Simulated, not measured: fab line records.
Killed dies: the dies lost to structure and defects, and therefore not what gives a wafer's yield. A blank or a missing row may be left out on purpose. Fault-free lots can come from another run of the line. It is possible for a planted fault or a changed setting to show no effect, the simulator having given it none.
Comparing a struck lot with a sound one / flow n5 finfet / 33 steps out of a route of 1938
Sound: these wafers, L541.2, L541.4, L541.6. Wafers struck: L540.1, L540.3, L540.4. Last of all comes the cause.
Each step with rows lists, per side, the tool, then ch with its chambers, then its first start. Under that, the readings that differ: sound wafers / struck wafers / difference of the means / sigmas: that difference in standard deviations of wafers without a fault.
alike: words and numbers the same on both sides, and readings whose means are apart by under 2 such deviations; not compared: readings that were withheld, readings missing a value for some wafer, numbers with overlapping values and no deviation given by the record, and bounds like >300 which may hide the same value.
A row with sigmas, a row that says differs or no value, or rows on one side alone: a step with any of these is where the two part. Numbers that don't overlap but have no deviation are shown without sigmas and don't part them. A reading that every wafer of one side lacks parts them only if that side has two wafers or more.

N5_BEOL_M13_PRE_CLEAN_42: time 30 s.
  sound on pvd sputter-01, day 13 08:25; struck on pvd sputter-01, day 12 22:25
  alike: heater power w
then, 2 steps without rows for these wafers: N5_BEOL_M13_SPUTTER_43 (material TaN, target thk 15 nm, time 24.19 s); N5_BEOL_M13_SPUTTER_44 (material Ta, target thk 10 nm, time 16.13 s).
N5_BEOL_M13_SPUTTER_45: material Cu, target thk 80 nm, time 13.33 s.
  sound on pvd sputter-01, day 13 08:37; struck on pvd sputter-01, day 12 22:37
  alike: chuck sensor temp C, throttle valve pct
then, 3 steps without rows for these wafers: N5_BEOL_M13_ECD_47 (material Cu, target thk 936 nm); N5_BEOL_M13_ANNEAL_48 (time 90 s); N5_BEOL_M13_CMP_49 (polishes, stops on SiOC, t overpolish 17.1 s, target thk 420 nm).
N5_BEOL_M13_THK_MEAS_50: measures by xrf.
  sound on film metro-01, day 13 10:26; struck on film metro-01, day 12 23:29
  alike: M13_THK
then, 2 steps without rows for these wafers: N5_BEOL_M13_PRE_CLEAN_52 (time 15 s); N5_BEOL_M13_DEP_53 (deposits SiCN from 3MS/NH3, target thk 50 nm, time 17.8 s).
N5_BEOL_M13_RS_MEAS_54: uses a four-point probe to measure.
  sound on film metro-02, day 13 10:34; struck on film metro-01, day 12 23:37
  alike: M13_RS
N5_BEOL_M13_INSPECT_55: inspects for defects (darkfield).
  sound on defect inspect-01, day 13 10:35; struck on defect inspect-01, day 12 23:38
  alike: raw defect count
N5_BEOL_M14_ILD_DEP_00: deposits SiO2 from TEOS/O2, target thk 1119.3 nm, time 237.4 s.
  sound on pecvd-02 ch 0,1,2, day 13 10:37; struck on pecvd-02 ch 0,1, day 12 23:41
  no value came back on the struck wafers for any of 5 readings (chamber pressure Torr (Torr), heater power outer w (W) and others); on the sound wafers chamber pressure Torr (Torr) reads 6.502 6.498 6.515
then, 8 steps without rows for these wafers: N5_BEOL_M14_COAT_58 (time 60 s, resist thk 89 nm); N5_BEOL_M14_COAT_04 (resist thk 800 nm); N5_BEOL_M14_EBR_06; N5_BEOL_M14_SOFTBAKE_05 (time 60 s); N5_BEOL_M14_EXPOSE_07 (exposes mask V13); N5_BEOL_M14_PEB_08 (peb time 90 s); N5_BEOL_M14_DEVELOP_09 (develop time 45 s); N5_BEOL_M14_HARDBAKE_14 (time 120 s).
N5_BEOL_M14_CD_MEAS_10: the cd target is 250 nm.
  sound on cd sem-01 ch 0, day 13 11:07; struck on cd sem-01 ch 0, day 13 00:10
  alike: cd nm
N5_BEOL_M14_OVL_MEAS_11:
  sound on overlay-02 ch 0, day 13 11:09; struck on overlay-01 ch 0, day 13 00:12
  alike: V13_OVL
N5_BEOL_M14_INSPECT_12: inspects for defects (macro).
  sound on defect inspect-02, day 13 11:11; struck on defect inspect-01, day 13 00:14
  alike: raw defect count
N5_BEOL_M14_DESCUM_15: chemistry O2, time 7.9 s.
  sound on rie diel-01 ch 0,2, day 13 11:23; struck on rie diel-01 ch 0,1,2, day 13 00:16
  alike: drypump motor current A, oes product au, rf vpp V, showerhead plenum p Torr, throttle valve pct
  not compared: rf hours counter h
N5_BEOL_M14_ETCH_59: etches BARC in N2/H2, target depth 89 nm, overetch 26.7 nm, time 67.9 s.
  sound on rie diel-01 ch 0,2, day 13 11:25; struck on rie diel-01 ch 0,1,2, day 13 00:19
  alike: drypump motor current A, oes product au, rf vpp V, showerhead plenum p Torr, throttle valve pct
  not compared: rf hours counter h
N5_BEOL_M14_VIA_ETCH_16: etches SiO2 in C4F8/O2/Ar, target depth 1231.3 nm.
  sound on rie diel-01 ch 0,2, day 13 11:28; struck on rie diel-01 ch 0,1,2, day 13 00:22
reading=oes product au (a.u.); sound=0.78 0.62 0.79; struck=0.33 0.31 0.26; difference=-0.43; sigmas=-6
reading=throttle valve pct (%); sound=31.25 30.80 31.23; struck=30.51 29.91 30.10; difference=-0.92; sigmas=-4
reading=model.etch.depth nm (nm); sound=1086 1121 1123; struck=0 0 0; difference=-1110; sigmas=
reading=model.coat_of_BEOL_M14_COAT_04.thk nm (nm); sound=466 459 456.2; struck=710.8 712 713; difference=+251.5; sigmas=
  alike: drypump motor current A, he outer torr, rf vpp V, showerhead plenum p Torr
N5_BEOL_M14_STRIP_63: strips in O2.
  sound on rie diel-01 ch 0,2; struck on rie diel-01 ch 0,1,2
  alike: drypump motor current A, oes product au, rf vpp V, showerhead plenum p Torr, throttle valve pct
  not compared: rf hours counter h
then, 3 steps without rows for these wafers: N5_BEOL_M14_STRIP_64 (strips in O2); N5_BEOL_M14_STRIP_71 (strips in post etch residue remover, time 60 s); N5_BEOL_M14_SRD_72 (time 30 s, dry time 30 s).
N5_BEOL_M14_CD_MEAS_17: the cd target is 250 nm.
  sound on cd sem-03, day 13 11:49; struck on cd sem-02, day 13 00:43
reading=cd nm (nm); sound=251.6 250.5 251.6; struck=- - -; difference=no value on the struck wafers; sigmas=
then, 1 step without rows for these wafers: N5_BEOL_M14_COAT_65 (time 60 s, resist thk 450 nm).

## WHERE THEY PART
At N5_BEOL_M14_ILD_DEP_00 first; at N5_BEOL_M14_CD_MEAS_17 last (within this record only).

WHY: whatever the simulator had introduced
Beginning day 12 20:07, the whole step at N5_BEOL_M14_ILD_DEP_00 was skipped on pecvd-02. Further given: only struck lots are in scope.
